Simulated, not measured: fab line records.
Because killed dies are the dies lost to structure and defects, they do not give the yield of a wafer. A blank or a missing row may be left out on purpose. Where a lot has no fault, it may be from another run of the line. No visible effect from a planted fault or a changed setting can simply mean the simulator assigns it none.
The tool behind it: which one?    flow n5Finfet    72 wafers from 24 lots sampled at 3 of the route's 1938 steps

== WHAT THE GAUGES SHOWED, per wafer ==
N5_BEOL_M1_CD_MEAS_18: pitch 36 nm, target cd 18 nm.
lot   measured      on        cdNm (nm)
L074  day 6 01:13   cdSem-02  17.9 17.8 17.3
L075  day 6 08:00   cdSem-01  18.1 17.5 16.9
L076  day 6 13:19   cdSem-01  17.5 17.5 18.3
L077  day 6 21:44   cdSem-03  18.4 17.6 17.4
L078  day 7 00:44   cdSem-02  18.5 17.7 17.8
L079  day 7 13:54   cdSem-02  17.5 17.0 17.6
L080  day 7 13:56   cdSem-01  17.8 17.2 18.3
L081  day 7 15:46   cdSem-02  17.8 17.3 18.0
L082  day 8 05:17   cdSem-03  18.0 18.0 17.5
L083  day 8 05:59   cdSem-01  17.2 17.9 17.6
L084  day 8 10:10   cdSem-03  18.3 17.9 18.4
L085  day 8 22:48   cdSem-01  17.3 17.8 17.2
L086  day 9 04:25   cdSem-01  17.9 17.5 17.1
L087  day 9 12:23   cdSem-01  18.5 17.9 18.3
L088  day 9 12:23   cdSem-02  17.8 17.5 17.0
L089  day 9 22:26   cdSem-03  17.7 18.0 18.3
L090  day 10 01:17  cdSem-03  17.6 18.0 17.7
L091  day 10 09:58  cdSem-02  18.7 17.9 17.5
L092  day 10 16:56  cdSem-03  18.5 17.9 18.2
L093  day 10 17:04  cdSem-01  17.4 17.7 17.5
L094  day 11 02:45  cdSem-03  18.5 18.1 18.3
L095  day 11 05:47  cdSem-02  17.8 17.8 18.3
L096  day 11 13:07  cdSem-02  17.9 18.4 17.6
L097  day 12 01:02  cdSem-01  17.2 18.1 18.0

N5_BEOL_M1_CD_MEAS_35: target cd 18 nm, target cd y 21 nm.
lot   measured      on        cdNm (nm)
L074  day 6 08:07   cdSem-01  18.1 17.9 17.4
L075  day 6 12:08   cdSem-02  18.4 17.2 17.5
L076  day 6 15:37   cdSem-01  17.6 17.3 18.4
L077  day 7 02:20   cdSem-01  18.6 17.1 17.5
L078  day 7 02:29   cdSem-01  18.5 17.2 17.9
L079  day 7 18:58   cdSem-02  17.5 17.4 17.5
L080  day 7 19:10   cdSem-03  17.6 17.3 18.5
L081  day 7 19:11   cdSem-01  17.5 17.1 18.0
L082  day 8 07:38   cdSem-02  17.7 18.1 17.4
L083  day 8 08:07   cdSem-02  17.2 18.1 17.9
L084  day 8 21:38   cdSem-02  18.1 17.6 18.0
L085  day 9 03:09   cdSem-01  17.5 17.9 17.5
L086  day 9 07:27   cdSem-01  17.6 17.3 17.1
L087  day 9 13:45   cdSem-01  18.7 17.7 18.3
L088  day 9 20:16   cdSem-01  17.3 17.7 17.4
L089  day 10 00:14  cdSem-02  18.2 18.4 18.5
L090  day 10 04:36  cdSem-03  17.6 17.6 18.1
L091  day 10 12:49  cdSem-02  18.5 18.1 18.0
L092  day 11 08:32  cdSem-01  18.5 17.2 18.1
L093  day 10 23:19  cdSem-01  17.2 18.0 17.6
L094  day 11 08:35  cdSem-02  18.4 18.3 18.4
L095  day 11 08:56  cdSem-03  17.9 18.0 17.6
L096  day 11 15:13  cdSem-03  17.9 18.2 17.6
L097  day 12 08:53  cdSem-01  17.2 17.3 17.8

== WHICH TOOL RAN EACH LOT (tool, then ch and the chambers of the sampled wafers, then the start) ==
lot   N5_BEOL_M1_ETCH_70
L074  rieDiel-01 ch 1,2, day 6 07:36
L075  rieDiel-02 ch 1,2,3, day 6 11:38
L076  rieDiel-01 ch 1,2,3, day 6 15:06
L077  rieDiel-02 ch 0,1, day 7 01:50
L078  rieDiel-06 ch 0,2,3, day 7 01:53
L079  rieDiel-01 ch 0,1, day 7 18:28
L080  rieDiel-02 ch 1,2,3, day 7 18:39
L081  rieDiel-06 ch 1,2,3, day 7 18:40
L082  rieDiel-01 ch 1,3, day 8 07:07
L083  rieDiel-01 ch 1,2,3, day 8 07:35
L084  rieDiel-06 ch 0,1, day 8 21:07
L085  rieDiel-02 ch 1,2, day 9 02:38
L086  rieDiel-01 ch 0,1,2, day 9 06:56
L087  rieDiel-02 ch 1,2, day 9 13:14
L088  rieDiel-06 ch 0,2,3, day 9 19:46
L089  rieDiel-01 ch 0,1,2, day 9 23:43
L090  rieDiel-01 ch 0,1, day 10 04:05
L091  rieDiel-02 ch 0,3, day 10 12:18
L092  rieDiel-06 ch 0,3, day 11 08:01
L093  rieDiel-02 ch 1,2,3, day 10 22:49
L094  rieDiel-01 ch 0,2, day 11 08:04
L095  rieDiel-06 ch 0,1,2, day 11 08:25
L096  rieDiel-01 ch 1,2,3, day 11 14:43
L097  rieDiel-06 ch 0,1,3, day 12 08:23
- N5_BEOL_M1_ETCH_70: etches SOC in N2/H2, target depth 80 nm, overetch 16 nm, time 120 s.

== AS READ BY THE TOOLS THEMSELVES (means over the sampled wafers that have a number; for cases with no such wafer, the mark the record gives instead) ==
N5_BEOL_M1_ETCH_70.
lot   tool        drypumpMotorCurrentA (A)  oesProductAu (a.u.)  rfFwdPowerW (W)  rfVppV (V)  showerheadPlenumPTorr (Torr)  throttleValvePct (%)
L074  rieDiel-01  5.5                       0.57                 836.0            524.4       2.56                          17.9
L075  rieDiel-02  5.7                       0.63                 834.9            524.6       2.57                          17.7
L076  rieDiel-01  5.6                       0.56                 834.9            521.9       2.49                          17.8
L077  rieDiel-02  5.8                       0.60                 834.6            527.5       2.67                          17.7
L078  rieDiel-06  6.2                       0.61                 834.6            522.8       2.53                          18.0
L079  rieDiel-01  5.6                       0.65                 835.5            526.5       2.61                          17.5
L080  rieDiel-02  5.7                       0.62                 833.5            524.3       2.56                          17.7
L081  rieDiel-06  6.1                       0.65                 837.4            523.0       2.48                          17.9
L082  rieDiel-01  5.7                       0.55                 839.1            525.4       2.56                          18.0
L083  rieDiel-01  5.6                       0.54                 837.7            522.2       2.48                          17.9
L084  rieDiel-06  6.7                       0.59                 838.5            525.1       2.58                          17.8
L085  rieDiel-02  5.3                       0.64                 834.9            525.1       2.60                          17.6
L086  rieDiel-01  5.5                       0.60                 838.2            524.4       2.54                          17.7
L087  rieDiel-02  5.5                       0.66                 834.9            527.5       2.65                          17.5
L088  rieDiel-06  6.2                       0.59                 837.3            522.4       2.52                          18.0
L089  rieDiel-01  5.5                       0.59                 834.3            523.5       2.54                          17.7
L090  rieDiel-01  5.5                       0.59                 833.5            525.6       2.62                          17.7
L091  rieDiel-02  5.9                       0.53                 835.8            523.5       2.56                          18.0
L092  rieDiel-06  6.1                       0.63                 837.3            523.7       2.52                          17.8
L093  rieDiel-02  5.7                       0.60                 835.3            525.0       2.55                          17.7
L094  rieDiel-01  5.6                       0.62                 835.0            523.0       2.52                          17.5
L095  rieDiel-06  6.5                       0.58                 834.9            522.2       2.52                          18.0
L096  rieDiel-01  5.6                       0.53                 836.3            521.7       2.47                          17.9
L097  rieDiel-06  6.3                       0.62                 836.3            523.7       2.52                          17.8

== THE ANSWER, worked out from the rows above alone ==
Rule: usual is defined by the lots themselves. Put in order of their means at a reading, lots are off if they are a third of the lots or fewer, leave a main group of 4 or more, and stand apart from it by a gap of 3 or more times the standard deviation of the main group's means; of several such gaps the widest counts. A main group is skipped when, at the precision printed for the reading in the tables above, its means are all equal. A lot without any number at a reading at which 4 lots or more have one is off too. Any other lot the step has rows for is counted as sound. The gauges are gone through in route order, then the tools' own readings, and for those a lot's mean is taken as printed above. At the first step where some lot is off, the reading lying furthest off is the one used; lots without a number count as furthest.
Across all readings shown, no lot is off: no conclusion can be drawn from this.

== WHAT WAS PUT IN BY THE SIMULATOR ==
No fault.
